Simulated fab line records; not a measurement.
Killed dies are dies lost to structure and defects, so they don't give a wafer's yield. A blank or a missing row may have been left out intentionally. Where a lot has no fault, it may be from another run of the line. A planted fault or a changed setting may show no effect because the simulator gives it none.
The tool behind it: which one?    flow nand-harc    Sampling: 11 lots, 33 wafers, 5 of 1302 route steps

== WHAT THE GAUGES READ, wafer by wafer ==
NHARC_A_DECK1_JOINT_THK_MEAS_14: measures by ellipsometry. Usual: thk-nm at 51.1 nm, with a standard deviation of 1.4.
lot   measured      on             thk-nm (nm)     flag
L282  day 11 13:43  film-metro-02  51.6 52.4 52.7  
L284  day 12 06:02  film-metro-01  52.4 51.5 49.8  
L286  day 12 20:50  film-metro-02  50.2 50.7 51.0  
L288  day 13 16:57  film-metro-02  51.5 53.2 51.4  
L291  day 14 21:05  film-metro-01  50.7 51.2 49.9  
L299  day 17 23:35  film-metro-02  50.7 50.2 49.0  
L301  day 19 11:50  film-metro-02  52.4 54.1 51.3  
L300  day 19 11:49  film-metro-01  54.0 50.5 53.2  
L302  day 19 23:39  film-metro-02  48.8 49.7 49.3  
L304  day 20 17:22  film-metro-01  52.8 51.0 48.9  
L305  day 21 03:23  film-metro-02  49.9 52.8 49.7  

NHARC_A_DECK1_JOINT_THK_MEAS_17: measures by ellipsometry. Usual: thk-nm at 44.8 nm, with a standard deviation of 1.1.
lot   measured      on             thk-nm (nm)     flag
L282  day 12 18:03  film-metro-02  44.4 44.3 46.8  
L284  day 13 04:29  film-metro-02  45.6 44.2 44.8  
L286  day 13 19:35  film-metro-01  42.7 42.1 45.4  
L288  day 14 16:40  film-metro-01  43.8 45.5 45.8  
L291  day 15 18:44  film-metro-01  45.6 67.0 43.6  OFF
L299  day 19 02:11  film-metro-01  44.7 47.4 46.0  
L301  day 20 08:55  film-metro-02  43.8 44.0 44.7  
L300  day 20 08:54  film-metro-01  44.8 43.2 45.7  
L302  day 21 00:02  film-metro-01  44.9 44.3 46.1  
L304  day 21 19:29  film-metro-01  44.9 43.0 46.6  
L305  day 22 12:56  film-metro-02  43.0 44.6 42.8  

== EACH LOT AND THE TOOL THAT RAN IT (in order: tool; ch and the chambers of the sampled wafers; start) ==
lot   NHARC_A_CHANNEL_HOLE_D1_ETCH_44     NHARC_A_CHANNEL_FILL_D1_ALD_15                  NHARC_A_DECK1_JOINT_DEP_16
L282  rie-diel-09 ch 0,1,2, day 8 23:55   ald-sin-batch-02 ch 0, day 11 13:43 or earlier  pecvd-01 ch 0,1, day 12 17:48
L284  rie-diel-09 ch 0,1,3, day 9 17:36   ald-sin-batch-02 ch 0, day 12 06:02 or earlier  pecvd-03 ch 0,2, day 13 04:13
L286  rie-diel-09 ch 1,2,3, day 10 08:54  ald-sin-batch-01 ch 0, day 12 20:50 or earlier  pecvd-01 ch 0,1,2, day 13 19:19
L288  rie-diel-09 ch 0,1, day 11 04:24    ald-sin-batch-02 ch 0, day 13 16:57 or earlier  pecvd-03 ch 0,1,2, day 14 16:26
L291  rie-diel-09 ch 1,2, day 12 07:56    ald-sin-batch-01 ch 0, day 14 21:05 or earlier  pecvd-03 ch 0,1, day 15 18:29
L299  rie-diel-09 ch 1,3, day 15 11:32    ald-sin-batch-02 ch 0, day 17 23:35 or earlier  pecvd-04 ch 1,2, day 19 01:54
L301  rie-diel-09 ch 0,1, day 16 18:23    ald-sin-batch-01 ch 0, day 19 11:50 or earlier  pecvd-01 ch 0,1,2, day 20 08:43
L300  rie-diel-06 ch 0,3, day 16 19:19    ald-sin-batch-01 ch 0, day 19 11:49 or earlier  pecvd-03 ch 0,1,2, day 20 08:43
L302  rie-diel-09 ch 1,2,3, day 17 08:44  ald-sin-batch-01 ch 0, day 19 23:39 or earlier  pecvd-03 ch 0,1, day 20 23:45
L304  rie-diel-09 ch 0,1,3, day 18 02:14  ald-sin-batch-01 ch 0, day 20 17:22 or earlier  pecvd-03 ch 1,2, day 21 19:11
L305  rie-diel-09 ch 0,1,3, day 18 11:37  ald-sin-batch-03 ch 0, day 21 03:23 or earlier  pecvd-04 ch 0,1,2, day 22 12:40
- NHARC_A_CHANNEL_HOLE_D1_ETCH_44: etches the open film in CF4/O2, target depth 140 nm, overetch 14 nm, time 77 s.
- NHARC_A_CHANNEL_FILL_D1_ALD_15: deposits SiNx, target thk 2 nm, pulse time 60 s, ald cycles 19.
- NHARC_A_DECK1_JOINT_DEP_16: deposits SiO2, target thk 45 nm.

== WHAT THE TOOLS THEMSELVES READ (means of the sampled wafers that have a number; where no wafer has one, the mark that the record gives instead) ==
NHARC_A_CHANNEL_HOLE_D1_ETCH_44. Usual: drypump-motor-current-A 5.9 A, standard deviation 0.39; mfc-ar-sccm 0.008 sccm, standard deviation 0.013; oes-product-au 1.001 a.u., standard deviation 0.0076; rf-vpp-V 197.4 V, standard deviation 1.3; showerhead-plenum-p-Torr 1.31 Torr, standard deviation 0.053; throttle-valve-pct 13.398 %, standard deviation 0.0091.
lot   tool         drypump-motor-current-A (A)  mfc-ar-sccm (sccm)  oes-product-au (a.u.)  rf-vpp-V (V)  showerhead-plenum-p-Torr (Torr)  throttle-valve-pct (%)  flag
L282  rie-diel-09  6.0                          0.008               1.006                  196.6         1.32                             13.396                  
L284  rie-diel-09  5.8                          0.008               0.997                  197.8         1.32                             13.398                  
L286  rie-diel-09  6.1                          0.008               1.002                  196.8         1.30                             13.404                  
L288  rie-diel-09  6.0                          0.017               0.993                  198.1         1.35                             13.398                  
L291  rie-diel-09  6.2                          0.017               1.006                  196.8         1.33                             13.405                  
L299  rie-diel-09  5.9                          0.008               1.003                  197.3         1.30                             13.389                  
L301  rie-diel-09  6.0                          0.017               1.002                  198.1         1.35                             13.393                  
L300  rie-diel-06  5.8                          0.017               1.009                  197.5         1.31                             13.399                  
L302  rie-diel-09  6.0                          0.008               1.006                  197.4         1.30                             13.405                  
L304  rie-diel-09  5.8                          0.008               0.996                  197.4         1.32                             13.400                  
L305  rie-diel-09  5.8                          0.008               1.002                  196.8         1.32                             13.400                  

NHARC_A_CHANNEL_FILL_D1_ALD_15. Usual: precursor-pulse-height-rel 0.998, standard deviation 0.021; susceptor-temp-C 630.0 C, standard deviation 0.36.
lot   tool              precursor-pulse-height-rel  susceptor-temp-C (C)  flag
L282  ald-sin-batch-02  1.000                       -                     OFF
L284  ald-sin-batch-02  1.001                       630.2                 
L286  ald-sin-batch-01  1.017                       629.5                 
L288  ald-sin-batch-02  1.005                       630.4                 
L291  ald-sin-batch-01  1.006                       630.1                 
L299  ald-sin-batch-02  0.972                       630.3                 
L301  ald-sin-batch-01  1.021                       630.8                 
L300  ald-sin-batch-01  0.980                       629.4                 
L302  ald-sin-batch-01  0.998                       630.0                 
L304  ald-sin-batch-01  1.004                       629.7                 
L305  ald-sin-batch-03  0.994                       630.0                 

NHARC_A_DECK1_JOINT_DEP_16. Usual: heater-power-w 561 W, standard deviation 68; mfc-precursor-sccm 161.4 sccm, standard deviation 0.51; susceptor-temp-C 399.97 C, standard deviation 0.21; throttle-valve-pct 15.7 %, standard deviation 0.54.
lot   tool      heater-power-w (W)  mfc-precursor-sccm (sccm)  susceptor-temp-C (C)  throttle-valve-pct (%)  flag
L282  pecvd-01  537                 161.6                      399.94                15.9                    
L284  pecvd-03  573                 161.3                      399.90                15.7                    
L286  pecvd-01  604                 160.9                      400.11                16.0                    
L288  pecvd-03  580                 161.7                      400.03                15.7                    
L291  pecvd-03  601                 187.5                      400.14                15.8                    OFF
L299  pecvd-04  507                 161.4                      399.77                16.1                    
L301  pecvd-01  623                 161.2                      400.00                15.9                    
L300  pecvd-03  593                 161.6                      399.79                15.5                    
L302  pecvd-03  553                 161.5                      400.15                15.6                    
L304  pecvd-03  601                 161.3                      399.98                15.9                    
L305  pecvd-04  518                 161.2                      399.93                15.7                    

== THE ANSWER, worked out from the rows above alone ==
Rule: lot off if the mean of its wafers having a number is beyond 3 standard deviations from the usual mean. A lot without any number at a reading at which 4 lots or more have one is off too. The other lots that the step has rows for count as sound. After the gauges, taken in route order, come the tools' own readings; for these a lot's mean is taken, as printed above. At the first step where some lot is off, the reading lying furthest off is the one used; lots without a number count as furthest.
Off, at NHARC_A_DECK1_JOINT_THK_MEAS_17 on thk-nm: L291.
A tool fits if, at a process step before that reading, it ran every lot that is off, and no sound lot after the first of them. Not tried: the gauges at NHARC_A_DECK1_JOINT_THK_MEAS_17; whatever is off there is also off at NHARC_A_DECK1_JOINT_DEP_16, on other tools, and gauge error can't account for it. NHARC_A_CHANNEL_FILL_D1_ALD_15 gives no start for some lots, so the hours and the order of its lots are those of NHARC_A_DECK1_JOINT_THK_MEAS_14. Of those tried, none fits.

== WHAT THE SIMULATOR PUT IN ==
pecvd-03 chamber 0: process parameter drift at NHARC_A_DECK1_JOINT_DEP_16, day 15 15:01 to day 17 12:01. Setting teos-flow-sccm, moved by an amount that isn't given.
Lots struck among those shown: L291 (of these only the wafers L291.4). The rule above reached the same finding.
